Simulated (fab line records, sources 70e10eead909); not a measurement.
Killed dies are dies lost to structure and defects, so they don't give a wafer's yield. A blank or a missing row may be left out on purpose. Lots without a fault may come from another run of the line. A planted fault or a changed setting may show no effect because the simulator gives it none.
Chamber matching | flow nand_harc | NHARC_A_CONTACT_ETCH_110 on rie_diel-01: 4 sister chambers
The step etches the open film in CF4/O2, target depth 60 nm, overetch 6 nm, time 33 s. 27 wafers are shown with their chamber, then 12 later ones without.

WAFERS WITH THEIR CHAMBER
wafer  | chamber | drypump_motor_current_A (A) | showerhead_plenum_p_Torr (Torr) | rf_vpp_V (V)
L074.2 | 0       | 6.5                         | 1.33                            | 199.4
L074.3 | 2       | 5.8                         | 1.38                            | 199.0
L074.6 | 2       | 5.8                         | 1.38                            | 198.6
L077.3 | 0       | 6.5                         | 1.33                            | 197.5
L077.4 | 0       | 6.5                         | 1.33                            | 198.1
L077.6 | 3       | 5.5                         | 1.27                            | 197.4
L078.1 | 2       | 5.9                         | 1.38                            | 200.1
L078.4 | 3       | 5.5                         | 1.27                            | 195.1
L078.6 | 0       | 6.5                         | 1.33                            | 198.0
L082.1 | 1       | 5.3                         | 1.35                            | 198.9
L082.2 | 3       | 5.5                         | 1.27                            | 196.8
L082.4 | 0       | 6.5                         | 1.33                            | 198.5
L084.1 | 3       | 5.5                         | 1.26                            | 195.3
L084.3 | 2       | 5.9                         | 1.38                            | 198.2
L084.5 | 3       | 5.5                         | 1.26                            | 197.3
L085.2 | 0       | 6.5                         | 1.33                            | 196.5
L085.3 | 2       | 5.8                         | 1.38                            | 197.2
L085.6 | 2       | 5.8                         | 1.38                            | 197.4
L087.2 | 2       | 5.9                         | 1.38                            | 198.7
L087.4 | 1       | 5.3                         | 1.35                            | 198.2
L087.5 | 2       | 5.9                         | 1.38                            | 198.7
L088.1 | 1       | 5.3                         | 1.35                            | 196.7
L088.4 | 3       | 5.5                         | 1.26                            | 196.0
L088.5 | 3       | 5.5                         | 1.26                            | 196.8
L089.1 | 2       | 5.9                         | 1.38                            | 198.8
L089.2 | 3       | 5.5                         | 1.26                            | 195.7
L089.3 | 1       | 5.3                         | 1.35                            | 198.8

SIGNATURES (means of the wafers above)
reading                  | chamber 0 | chamber 1 | chamber 2 | chamber 3 | scatter within a chamber
drypump_motor_current_A  | 6.500     | 5.300     | 5.856     | 5.500     | 0.0311
showerhead_plenum_p_Torr | 1.3300    | 1.3500    | 1.3800    | 1.2637    | 0.00286
rf_vpp_V                 | 198.000   | 198.150   | 198.522   | 196.300   | 0.918
Rule: a wafer's distance from a chamber is the root of the sum, over the readings, of the square of ((its reading less the chamber's mean) divided by the reading's scatter). The wafer belongs to the nearest chamber; if the next one is less than 2 further off, it can't be placed. The scatter: the root of (the sum of the squares of (reading less its chamber's mean) over the shown wafers, divided by (wafers less chambers)).

WAFERS WITHOUT THEIR CHAMBER
wafer  | drypump_motor_current_A (A) | showerhead_plenum_p_Torr (Torr) | rf_vpp_V (V)
L090.1 | 6.5                         | 1.32                            | 196.8
L090.5 | 5.5                         | 1.26                            | 195.4
L090.6 | 6.5                         | 1.32                            | 196.5
L092.1 | 5.3                         | 1.35                            | 199.1
L092.3 | 5.5                         | 1.26                            | 196.0
L092.6 | 5.3                         | 1.35                            | 198.1
L095.1 | 6.5                         | 1.32                            | 197.8
L095.2 | 5.5                         | 1.26                            | 197.9
L095.5 | 5.2                         | 1.35                            | 196.4
L097.2 | 5.5                         | 1.26                            | 195.9
L097.3 | 5.9                         | 1.38                            | 199.4
L097.5 | 5.8                         | 1.38                            | 198.7

WHICH CHAMBER EACH WENT THROUGH
wafer  | from the rows above | in truth
L090.1 | 0                   | 0
L090.5 | 3                   | 3
L090.6 | 0                   | 0
L092.1 | 1                   | 1
L092.3 | 3                   | 3
L092.6 | 1                   | 1
L095.1 | 0                   | 0
L095.2 | 3                   | 3
L095.5 | 1                   | 1
L097.2 | 3                   | 3
L097.3 | 2                   | 2
L097.5 | 2                   | 2
Placed correctly: 12 of 12. Can't be placed from these rows: 0. Placed wrongly: 0.
